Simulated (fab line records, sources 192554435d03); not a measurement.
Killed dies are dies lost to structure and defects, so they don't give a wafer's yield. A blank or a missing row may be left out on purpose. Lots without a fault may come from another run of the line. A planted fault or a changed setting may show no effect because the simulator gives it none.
Chamber matching | flow n5_finfet | N5_BEOL_M9_STRIP_19 on rie_diel-01: 3 sister chambers
The step strips in O2. 14 wafers are shown with their chamber, then 4 later ones without.

WAFERS WITH THEIR CHAMBER
wafer  | chamber | throttle_valve_pct (%) | drypump_motor_current_A (A) | showerhead_plenum_p_Torr (Torr)
L910.3 | 2       | 16.93                  | 6.3                         | 2.11
L910.4 | 2       | 16.91                  | 6.3                         | 2.11
L910.6 | 1       | 16.19                  | 6.0                         | 2.12
L911.3 | 3       | 16.76                  | 5.8                         | 2.02
L911.4 | 2       | 16.94                  | 6.3                         | 2.11
L911.6 | 3       | 16.77                  | 5.8                         | 2.02
L913.1 | 2       | 16.93                  | 6.3                         | 2.10
L913.3 | 3       | 16.79                  | 5.8                         | 2.02
L913.6 | 3       | 16.80                  | 5.8                         | 2.02
L915.1 | 2       | 16.94                  | 6.2                         | 2.10
L915.2 | 1       | 16.22                  | 6.0                         | 2.11
L915.4 | 3       | 16.80                  | 5.8                         | 2.02
L918.3 | 2       | 16.94                  | 6.3                         | 2.10
L918.4 | 3       | 16.79                  | 5.8                         | 2.01

SIGNATURES (means of the wafers above)
reading                  | chamber 1 | chamber 2 | chamber 3 | scatter within a chamber
throttle_valve_pct       | 16.2050   | 16.9317   | 16.7850   | 0.015
drypump_motor_current_A  | 6.000     | 6.283     | 5.800     | 0.0275
showerhead_plenum_p_Torr | 2.1150    | 2.1050    | 2.0183    | 0.00508
Rule: a wafer's distance from a chamber is the root of the sum, over the readings, of the square of ((its reading less the chamber's mean) divided by the reading's scatter). The wafer belongs to the nearest chamber; if the next one is less than 2 further off, it can't be placed. The scatter: the root of (the sum of the squares of (reading less its chamber's mean) over the shown wafers, divided by (wafers less chambers)).

WAFERS WITHOUT THEIR CHAMBER
wafer  | throttle_valve_pct (%) | drypump_motor_current_A (A) | showerhead_plenum_p_Torr (Torr)
L924.1 | 16.28                  | 6.0                         | 2.11
L924.6 | 16.27                  | 6.0                         | 2.11
L932.3 | 16.84                  | 5.8                         | 2.01
L932.5 | 16.84                  | 5.8                         | 2.01

WHICH CHAMBER EACH WENT THROUGH
wafer  | from the rows above | in truth
L924.1 | 1                   | 1
L924.6 | 1                   | 1
L932.3 | 3                   | 3
L932.5 | 3                   | 3
Placed correctly: 4 of 4. Can't be placed from these rows: 0. Placed wrongly: 0.
